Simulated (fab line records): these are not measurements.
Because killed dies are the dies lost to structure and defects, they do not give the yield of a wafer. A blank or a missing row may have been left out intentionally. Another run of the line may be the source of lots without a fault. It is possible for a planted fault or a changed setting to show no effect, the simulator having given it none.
Which tool did it? || flow nand harc || 13 lots, 38 wafers sampled, at 5 steps of a route of 1302

== WHAT THE GAUGES READ, wafer by wafer ==
NHARC_END_SORT_01. Usual: killed at array 53, standard deviation 18; killed at other 1.0, standard deviation 1.2; killed at periphery 3.6, standard deviation 2.4; killed dies 58, standard deviation 18; killed open 3.4, standard deviation 1.8; killed short 2.3, standard deviation 1.5.
{"lot": "L650", "measured": "day 26 13:32", "on": "prober-01", "killed at array": "35 29 32", "killed at other": "0 1 0", "killed at periphery": "4 4 4", "killed dies": "39 34 36", "killed open": "6 4 8", "killed short": "1 1 1", "flag": ""}
{"lot": "L654", "measured": "day 27 09:52", "on": "prober-02", "killed at array": "41 48 39", "killed at other": "1 0 0", "killed at periphery": "4 5 5", "killed dies": "46 53 44", "killed open": "3 5 2", "killed short": "2 2 3", "flag": ""}
{"lot": "L656", "measured": "day 28 04:25", "on": "prober-02", "killed at array": "48 39 40", "killed at other": "1 0 0", "killed at periphery": "7 12 6", "killed dies": "56 51 46", "killed open": "4 4 3", "killed short": "3 1 0", "flag": ""}
{"lot": "L657", "measured": "day 28 05:55", "on": "prober-01", "killed at array": "84 80 89", "killed at other": "2 3 1", "killed at periphery": "3 3 3", "killed dies": "89 86 93", "killed open": "2 5 2", "killed short": "1 6 2", "flag": ""}
{"lot": "L658", "measured": "day 29 03:59", "on": "prober-02", "killed at array": "68 61 68", "killed at other": "0 0 0", "killed at periphery": "1 2 3", "killed dies": "69 63 71", "killed open": "3 4 6", "killed short": "1 2 2", "flag": ""}
{"lot": "L659", "measured": "day 29 12:07", "on": "prober-01", "killed at array": "37 44 40", "killed at other": "0 0 0", "killed at periphery": "0 1 1", "killed dies": "37 45 41", "killed open": "3 1 2", "killed short": "3 4 2", "flag": ""}
{"lot": "L661", "measured": "day 30 21:41", "on": "prober-01", "killed at array": "71 84 672", "killed at other": "1 2 0", "killed at periphery": "11 7 5", "killed dies": "83 93 677", "killed open": "4 5 2", "killed short": "2 2 2", "flag": "OFF"}
{"lot": "L662", "measured": "day 30 21:44", "on": "prober-02", "killed at array": "73 52 667", "killed at other": "0 0 1", "killed at periphery": "13 10 9", "killed dies": "86 62 677", "killed open": "2 3 3", "killed short": "2 4 8", "flag": "OFF"}
{"lot": "L663", "measured": "day 31 12:55", "on": "prober-01", "killed at array": "41 36 40", "killed at other": "2 2 1", "killed at periphery": "1 4 3", "killed dies": "44 42 44", "killed open": "3 4 5", "killed short": "0 2 4", "flag": ""}
{"lot": "L664", "measured": "day 31 12:59", "on": "prober-02", "killed at array": "675 675", "killed at other": "0 1", "killed at periphery": "2 1", "killed dies": "677 677", "killed open": "5 2", "killed short": "1 0", "flag": "OFF"}
{"lot": "L669", "measured": "day 33 03:28", "on": "prober-01", "killed at array": "57 42 33", "killed at other": "0 0 0", "killed at periphery": "3 4 3", "killed dies": "60 46 36", "killed open": "2 3 4", "killed short": "3 5 0", "flag": ""}
{"lot": "L667", "measured": "day 32 21:48", "on": "prober-02", "killed at array": "41 54 51", "killed at other": "0 1 2", "killed at periphery": "1 1 2", "killed dies": "42 56 55", "killed open": "3 5 7", "killed short": "0 1 1", "flag": ""}
{"lot": "L670", "measured": "day 34 12:29", "on": "prober-01", "killed at array": "47 64 57", "killed at other": "0 0 0", "killed at periphery": "3 0 5", "killed dies": "50 64 62", "killed open": "1 3 7", "killed short": "1 1 1", "flag": ""}

== TOOL THAT RAN EACH LOT (tool first, then ch and the chambers of the sampled wafers, then the start) ==
{"lot": "L650", "NHARC_A_STAIRCASE_ETCH_21": "rie diel-12 ch 2,3, day 17 13:35", "NHARC_A_STAIRCASE_TRIM_22": "rie diel-12 ch 1,2,3, day 17 14:34 or earlier", "NHARC_A_STAIRCASE_ETCH_23": "rie diel-12 ch 0,2, day 17 14:34 or earlier", "NHARC_A_STAIRCASE_STRIP_175": "plasma asher-01 ch 0,1, day 17 14:34"}
{"lot": "L654", "NHARC_A_STAIRCASE_ETCH_21": "rie diel-12 ch 1,3, day 18 10:01", "NHARC_A_STAIRCASE_TRIM_22": "rie diel-12 ch 1,2,3, day 18 10:53 or earlier", "NHARC_A_STAIRCASE_ETCH_23": "rie diel-12 ch 0,1,3, day 18 10:53 or earlier", "NHARC_A_STAIRCASE_STRIP_175": "plasma asher-01 ch 0,1, day 18 10:53"}
{"lot": "L656", "NHARC_A_STAIRCASE_ETCH_21": "rie diel-02 ch 0,2, day 19 06:34", "NHARC_A_STAIRCASE_TRIM_22": "rie diel-02 ch 0,2, day 19 09:14 or earlier", "NHARC_A_STAIRCASE_ETCH_23": "rie diel-02 ch 0,1,2, day 19 09:14 or earlier", "NHARC_A_STAIRCASE_STRIP_175": "plasma asher-01 ch 0,1, day 19 09:14"}
{"lot": "L657", "NHARC_A_STAIRCASE_ETCH_21": "rie diel-02 ch 0,1, day 20 00:41", "NHARC_A_STAIRCASE_TRIM_22": "rie diel-02 ch 0,1, day 20 01:40 or earlier", "NHARC_A_STAIRCASE_ETCH_23": "rie diel-02 ch 1,2, day 20 01:40 or earlier", "NHARC_A_STAIRCASE_STRIP_175": "plasma asher-02 ch 1, day 20 01:40"}
{"lot": "L658", "NHARC_A_STAIRCASE_ETCH_21": "rie diel-02 ch 0,2, day 20 09:53", "NHARC_A_STAIRCASE_TRIM_22": "rie diel-02 ch 0,1,2, day 20 10:50 or earlier", "NHARC_A_STAIRCASE_ETCH_23": "rie diel-02 ch 0,1, day 20 10:50 or earlier", "NHARC_A_STAIRCASE_STRIP_175": "plasma asher-02 ch 0,1, day 20 10:50"}
{"lot": "L659", "NHARC_A_STAIRCASE_ETCH_21": "rie diel-12 ch 0,2,3, day 20 18:44", "NHARC_A_STAIRCASE_TRIM_22": "rie diel-12 ch 0,2,3, day 20 20:10 or earlier", "NHARC_A_STAIRCASE_ETCH_23": "rie diel-12 ch 0,2,3, day 20 20:10 or earlier", "NHARC_A_STAIRCASE_STRIP_175": "plasma asher-02 ch 0,1, day 20 20:10"}
{"lot": "L661", "NHARC_A_STAIRCASE_ETCH_21": "rie diel-02 ch 0,1,2, day 22 02:05", "NHARC_A_STAIRCASE_TRIM_22": "rie diel-02 ch 0,1,2, day 22 03:02 or earlier", "NHARC_A_STAIRCASE_ETCH_23": "rie diel-02 ch 1,2,3, day 22 03:02 or earlier", "NHARC_A_STAIRCASE_STRIP_175": "plasma asher-01 ch 0, day 22 03:02"}
{"lot": "L662", "NHARC_A_STAIRCASE_ETCH_21": "rie diel-02 ch 0,2, day 22 04:20", "NHARC_A_STAIRCASE_TRIM_22": "rie diel-02 ch 0,1, day 22 05:25 or earlier", "NHARC_A_STAIRCASE_ETCH_23": "rie diel-02 ch 0,2,3, day 22 05:25 or earlier", "NHARC_A_STAIRCASE_STRIP_175": "plasma asher-01 ch 0,1, day 22 05:25"}
{"lot": "L663", "NHARC_A_STAIRCASE_ETCH_21": "rie diel-12 ch 0,1,2, day 22 16:50", "NHARC_A_STAIRCASE_TRIM_22": "rie diel-12 ch 0,2, day 22 17:48 or earlier", "NHARC_A_STAIRCASE_ETCH_23": "rie diel-12 ch 0,3, day 22 17:48 or earlier", "NHARC_A_STAIRCASE_STRIP_175": "plasma asher-02 ch 0,1, day 22 17:48"}
{"lot": "L664", "NHARC_A_STAIRCASE_ETCH_21": "rie diel-02 ch 1,2, day 22 17:05", "NHARC_A_STAIRCASE_TRIM_22": "rie diel-02 ch 0,1, day 22 18:25 or earlier", "NHARC_A_STAIRCASE_ETCH_23": "rie diel-02 ch 0,2, day 22 18:25 or earlier", "NHARC_A_STAIRCASE_STRIP_175": "plasma asher-02 ch 0, day 22 18:25"}
{"lot": "L669", "NHARC_A_STAIRCASE_ETCH_21": "rie diel-12 ch 1,2,3, day 24 11:54", "NHARC_A_STAIRCASE_TRIM_22": "rie diel-12 ch 0,2,3, day 24 12:46 or earlier", "NHARC_A_STAIRCASE_ETCH_23": "rie diel-12 ch 2,3, day 24 12:46 or earlier", "NHARC_A_STAIRCASE_STRIP_175": "plasma asher-02 ch 0,1, day 24 12:46"}
{"lot": "L667", "NHARC_A_STAIRCASE_ETCH_21": "rie diel-13 ch 1,2,3, day 24 12:05", "NHARC_A_STAIRCASE_TRIM_22": "rie diel-13 ch 0,1,3, day 24 13:00 or earlier", "NHARC_A_STAIRCASE_ETCH_23": "rie diel-13 ch 0,1,2, day 24 13:00 or earlier", "NHARC_A_STAIRCASE_STRIP_175": "plasma asher-01 ch 0,1, day 24 13:00"}
{"lot": "L670", "NHARC_A_STAIRCASE_ETCH_21": "rie diel-02 ch 0,2,3, day 25 07:30", "NHARC_A_STAIRCASE_TRIM_22": "rie diel-02 ch 2,3, day 25 08:28 or earlier", "NHARC_A_STAIRCASE_ETCH_23": "rie diel-02 ch 1,2,3, day 25 08:28 or earlier", "NHARC_A_STAIRCASE_STRIP_175": "plasma asher-01 ch 0,1, day 25 08:28"}
- NHARC_A_STAIRCASE_ETCH_21: etches the open film in C4F8/O2, target depth 100 nm, time 40.5 s.
- NHARC_A_STAIRCASE_TRIM_22: chemistry O2, time 211.2 s.
- NHARC_A_STAIRCASE_ETCH_23: etches the open film in C4F8/O2, target depth 100 nm, time 40.5 s.
- NHARC_A_STAIRCASE_STRIP_175: strips in O2.

== WHAT THE TOOLS THEMSELVES READ (means of the sampled wafers that have a number; where no wafer has one, the mark that the record gives instead) ==
NHARC_A_STAIRCASE_ETCH_21. Usual: oes product au 0.956 a.u., standard deviation 0.016; rf vpp V 896 V, standard deviation 6.5.
{"lot": "L650", "tool": "rie diel-12", "oes product au (a.u.)": 0.956, "rf vpp V (V)": 891, "flag": ""}
{"lot": "L654", "tool": "rie diel-12", "oes product au (a.u.)": 0.978, "rf vpp V (V)": 899, "flag": ""}
{"lot": "L656", "tool": "rie diel-02", "oes product au (a.u.)": 0.930, "rf vpp V (V)": 900, "flag": ""}
{"lot": "L657", "tool": "rie diel-02", "oes product au (a.u.)": 0.959, "rf vpp V (V)": 905, "flag": ""}
{"lot": "L658", "tool": "rie diel-02", "oes product au (a.u.)": 0.959, "rf vpp V (V)": 901, "flag": ""}
{"lot": "L659", "tool": "rie diel-12", "oes product au (a.u.)": 0.929, "rf vpp V (V)": 898, "flag": ""}
{"lot": "L661", "tool": "rie diel-02", "oes product au (a.u.)": 0.883, "rf vpp V (V)": 901, "flag": "OFF"}
{"lot": "L662", "tool": "rie diel-02", "oes product au (a.u.)": 0.911, "rf vpp V (V)": 897, "flag": ""}
{"lot": "L663", "tool": "rie diel-12", "oes product au (a.u.)": 0.957, "rf vpp V (V)": 896, "flag": ""}
{"lot": "L664", "tool": "rie diel-02", "oes product au (a.u.)": 0.764, "rf vpp V (V)": 898, "flag": "OFF"}
{"lot": "L669", "tool": "rie diel-12", "oes product au (a.u.)": 0.970, "rf vpp V (V)": 899, "flag": ""}
{"lot": "L667", "tool": "rie diel-13", "oes product au (a.u.)": 0.945, "rf vpp V (V)": 891, "flag": ""}
{"lot": "L670", "tool": "rie diel-02", "oes product au (a.u.)": 0.962, "rf vpp V (V)": 896, "flag": ""}

NHARC_A_STAIRCASE_TRIM_22. Usual: drypump motor current A 5.7 A, standard deviation 0.55; oes product au 1.002 a.u., standard deviation 0.01; rf vpp V 57.9 V, standard deviation 1; showerhead plenum p Torr 3.52 Torr, standard deviation 0.18; throttle valve pct 17.036 %, standard deviation 0.0092.
{"lot": "L650", "tool": "rie diel-12", "drypump motor current A (A)": 5.8, "oes product au (a.u.)": 1.003, "rf vpp V (V)": 58.2, "showerhead plenum p Torr (Torr)": 3.46, "throttle valve pct (%)": 17.035, "flag": ""}
{"lot": "L654", "tool": "rie diel-12", "drypump motor current A (A)": 5.8, "oes product au (a.u.)": 1.006, "rf vpp V (V)": 57.2, "showerhead plenum p Torr (Torr)": 3.46, "throttle valve pct (%)": 17.038, "flag": ""}
{"lot": "L656", "tool": "rie diel-02", "drypump motor current A (A)": 6.1, "oes product au (a.u.)": 0.985, "rf vpp V (V)": 58.3, "showerhead plenum p Torr (Torr)": 3.67, "throttle valve pct (%)": 17.044, "flag": ""}
{"lot": "L657", "tool": "rie diel-02", "drypump motor current A (A)": 5.5, "oes product au (a.u.)": 0.988, "rf vpp V (V)": 58.4, "showerhead plenum p Torr (Torr)": 3.77, "throttle valve pct (%)": 17.032, "flag": ""}
{"lot": "L658", "tool": "rie diel-02", "drypump motor current A (A)": 5.8, "oes product au (a.u.)": 0.992, "rf vpp V (V)": 59.0, "showerhead plenum p Torr (Torr)": 3.67, "throttle valve pct (%)": 17.036, "flag": ""}
{"lot": "L659", "tool": "rie diel-12", "drypump motor current A (A)": 5.3, "oes product au (a.u.)": 0.996, "rf vpp V (V)": 58.3, "showerhead plenum p Torr (Torr)": 3.58, "throttle valve pct (%)": 17.042, "flag": ""}
{"lot": "L661", "tool": "rie diel-02", "drypump motor current A (A)": 5.8, "oes product au (a.u.)": 1.001, "rf vpp V (V)": 58.3, "showerhead plenum p Torr (Torr)": 3.67, "throttle valve pct (%)": 17.037, "flag": ""}
{"lot": "L662", "tool": "rie diel-02", "drypump motor current A (A)": 5.5, "oes product au (a.u.)": 1.002, "rf vpp V (V)": 58.5, "showerhead plenum p Torr (Torr)": 3.77, "throttle valve pct (%)": 17.036, "flag": ""}
{"lot": "L663", "tool": "rie diel-12", "drypump motor current A (A)": 5.0, "oes product au (a.u.)": 1.013, "rf vpp V (V)": 57.8, "showerhead plenum p Torr (Torr)": 3.63, "throttle valve pct (%)": 17.039, "flag": ""}
{"lot": "L664", "tool": "rie diel-02", "drypump motor current A (A)": 5.4, "oes product au (a.u.)": 0.998, "rf vpp V (V)": 58.8, "showerhead plenum p Torr (Torr)": 3.77, "throttle valve pct (%)": 17.041, "flag": ""}
{"lot": "L669", "tool": "rie diel-12", "drypump motor current A (A)": 5.2, "oes product au (a.u.)": 1.007, "rf vpp V (V)": 57.3, "showerhead plenum p Torr (Torr)": 3.56, "throttle valve pct (%)": 17.030, "flag": ""}
{"lot": "L667", "tool": "rie diel-13", "drypump motor current A (A)": 6.0, "oes product au (a.u.)": 1.013, "rf vpp V (V)": 58.2, "showerhead plenum p Torr (Torr)": 3.46, "throttle valve pct (%)": 17.039, "flag": ""}
{"lot": "L670", "tool": "rie diel-02", "drypump motor current A (A)": 6.2, "oes product au (a.u.)": 0.988, "rf vpp V (V)": 57.6, "showerhead plenum p Torr (Torr)": 3.41, "throttle valve pct (%)": 17.034, "flag": ""}

NHARC_A_STAIRCASE_ETCH_23. Usual: oes product au 0.948 a.u., standard deviation 0.013; rf vpp V 896 V, standard deviation 6.4.
{"lot": "L650", "tool": "rie diel-12", "oes product au (a.u.)": 0.955, "rf vpp V (V)": 887, "flag": ""}
{"lot": "L654", "tool": "rie diel-12", "oes product au (a.u.)": 0.961, "rf vpp V (V)": 894, "flag": ""}
{"lot": "L656", "tool": "rie diel-02", "oes product au (a.u.)": 0.923, "rf vpp V (V)": 901, "flag": ""}
{"lot": "L657", "tool": "rie diel-02", "oes product au (a.u.)": 0.941, "rf vpp V (V)": 897, "flag": ""}
{"lot": "L658", "tool": "rie diel-02", "oes product au (a.u.)": 0.941, "rf vpp V (V)": 905, "flag": ""}
{"lot": "L659", "tool": "rie diel-12", "oes product au (a.u.)": 0.935, "rf vpp V (V)": 898, "flag": ""}
{"lot": "L661", "tool": "rie diel-02", "oes product au (a.u.)": 0.939, "rf vpp V (V)": 897, "flag": ""}
{"lot": "L662", "tool": "rie diel-02", "oes product au (a.u.)": 0.947, "rf vpp V (V)": 896, "flag": ""}
{"lot": "L663", "tool": "rie diel-12", "oes product au (a.u.)": 0.936, "rf vpp V (V)": 891, "flag": ""}
{"lot": "L664", "tool": "rie diel-02", "oes product au (a.u.)": 0.940, "rf vpp V (V)": 898, "flag": ""}
{"lot": "L669", "tool": "rie diel-12", "oes product au (a.u.)": 0.957, "rf vpp V (V)": 902, "flag": ""}
{"lot": "L667", "tool": "rie diel-13", "oes product au (a.u.)": 0.960, "rf vpp V (V)": 890, "flag": ""}
{"lot": "L670", "tool": "rie diel-02", "oes product au (a.u.)": 0.956, "rf vpp V (V)": 896, "flag": ""}

NHARC_A_STAIRCASE_STRIP_175. Usual: drypump motor current A 6.0 A, standard deviation 0.4; heater power w 321 W, standard deviation 26.
{"lot": "L650", "tool": "plasma asher-01", "drypump motor current A (A)": 5.9, "heater power w (W)": 320, "flag": ""}
{"lot": "L654", "tool": "plasma asher-01", "drypump motor current A (A)": 6.2, "heater power w (W)": 337, "flag": ""}
{"lot": "L656", "tool": "plasma asher-01", "drypump motor current A (A)": 6.2, "heater power w (W)": 333, "flag": ""}
{"lot": "L657", "tool": "plasma asher-02", "drypump motor current A (A)": 5.5, "heater power w (W)": 344, "flag": ""}
{"lot": "L658", "tool": "plasma asher-02", "drypump motor current A (A)": 5.8, "heater power w (W)": 326, "flag": ""}
{"lot": "L659", "tool": "plasma asher-02", "drypump motor current A (A)": 5.8, "heater power w (W)": 324, "flag": ""}
{"lot": "L661", "tool": "plasma asher-01", "drypump motor current A (A)": 6.5, "heater power w (W)": 358, "flag": ""}
{"lot": "L662", "tool": "plasma asher-01", "drypump motor current A (A)": 5.9, "heater power w (W)": 319, "flag": ""}
{"lot": "L663", "tool": "plasma asher-02", "drypump motor current A (A)": 6.0, "heater power w (W)": 307, "flag": ""}
{"lot": "L664", "tool": "plasma asher-02", "drypump motor current A (A)": 6.2, "heater power w (W)": 290, "flag": ""}
{"lot": "L669", "tool": "plasma asher-02", "drypump motor current A (A)": 6.0, "heater power w (W)": 308, "flag": ""}
{"lot": "L667", "tool": "plasma asher-01", "drypump motor current A (A)": 6.0, "heater power w (W)": 304, "flag": ""}
{"lot": "L670", "tool": "plasma asher-01", "drypump motor current A (A)": 5.9, "heater power w (W)": 303, "flag": ""}

== THE ANSWER, worked out from the rows above alone ==
Rule: lot off if the mean of its wafers having a number is beyond 3 standard deviations from the usual mean. A lot without any number at a reading at which 4 lots or more have one is off too. Where the step has rows for the other lots, those lots are counted as sound. After the gauges, taken in route order, come the tools' own readings; for these a lot's mean is taken, as printed above. The first step at which some lot is off is used, and at that step the reading that is off furthest; a lot without a number counts as furthest.
Off: L661, L662, L664, at NHARC_END_SORT_01 (killed at array).
A tool fits if, at a process step before that reading, it ran every lot that is off, and no sound lot after the first of them. Gauges at NHARC_END_SORT_01: tried the same way as those tools. NHARC_A_STAIRCASE_TRIM_22 gives no start for some lots, so the hours and the order of its lots are those of NHARC_A_STAIRCASE_STRIP_175. NHARC_A_STAIRCASE_ETCH_23 gives no start for some lots, so the hours and the order of its lots are those of NHARC_A_STAIRCASE_STRIP_175. None of those tried fits.

== WHAT THE SIMULATOR PUT IN ==
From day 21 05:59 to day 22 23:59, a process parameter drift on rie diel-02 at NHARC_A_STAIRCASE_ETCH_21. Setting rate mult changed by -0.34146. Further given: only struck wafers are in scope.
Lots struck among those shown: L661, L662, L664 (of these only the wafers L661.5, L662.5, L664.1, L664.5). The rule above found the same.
